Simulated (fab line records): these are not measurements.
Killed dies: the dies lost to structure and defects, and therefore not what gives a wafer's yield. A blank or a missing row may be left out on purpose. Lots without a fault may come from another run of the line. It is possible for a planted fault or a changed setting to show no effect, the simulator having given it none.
Matching of chambers | flow n5 finfet | N5_BEOL_M11_ALD_74 on ald metal-02: 4 sister chambers
The step deposits TaN, target thk 2 nm, pulse time 2 s, purge time 3 s. 4 wafers are shown with their chamber, then 12 later ones without.

WAFERS PAIRED WITH THEIR CHAMBERS
wafer  | chamber | heater power w (W)
L089.4 | 3       | 382
L087.1 | 2       | 416
L087.3 | 1       | 551
L087.5 | 0       | 495

WAFERS WITHOUT THEIR CHAMBER
wafer  | heater power w (W)
L092.1 | 540
L092.4 | 386
L092.5 | 569
L090.1 | 553
L090.4 | 511
L090.6 | 495
L094.2 | 389
L094.5 | 545
L094.6 | 404
L096.4 | 545
L096.5 | 529
L096.6 | 497

CHAMBER TAKEN BY EACH
wafer  | from the rows above     | in truth
L092.1 | 1                       | 1
L092.4 | 3                       | 3
L092.5 | 1                       | 1
L090.1 | 1                       | 1
L090.4 | 0                       | 0
L090.6 | 0                       | 0
L094.2 | can't be placed: 3 or 2 | 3
L094.5 | 1                       | 1
L094.6 | can't be placed: 2 or 3 | 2
L096.4 | 1                       | 1
L096.5 | can't be placed: 1 or 0 | 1
L096.6 | 0                       | 0
Correct placement for 9 of the 12. Unplaceable from these rows: 3, with the true chamber sitting among the candidates in 3. 0 placed wrongly.
How it was worked out, from the rows above alone: a wafer's distance from a chamber is the root of the sum, over the readings, of the square of ((its reading less the chamber's mean) divided by the reading's scatter). If the next closest chamber is less than 2 further off than the closest, the wafer can't be placed; otherwise it belongs to the closest. A chamber's mean is the mean of its shown wafers. The scatter: with one shown wafer a chamber, the root of the mean of the squares of how far each hidden wafer lies from its nearest shown one.
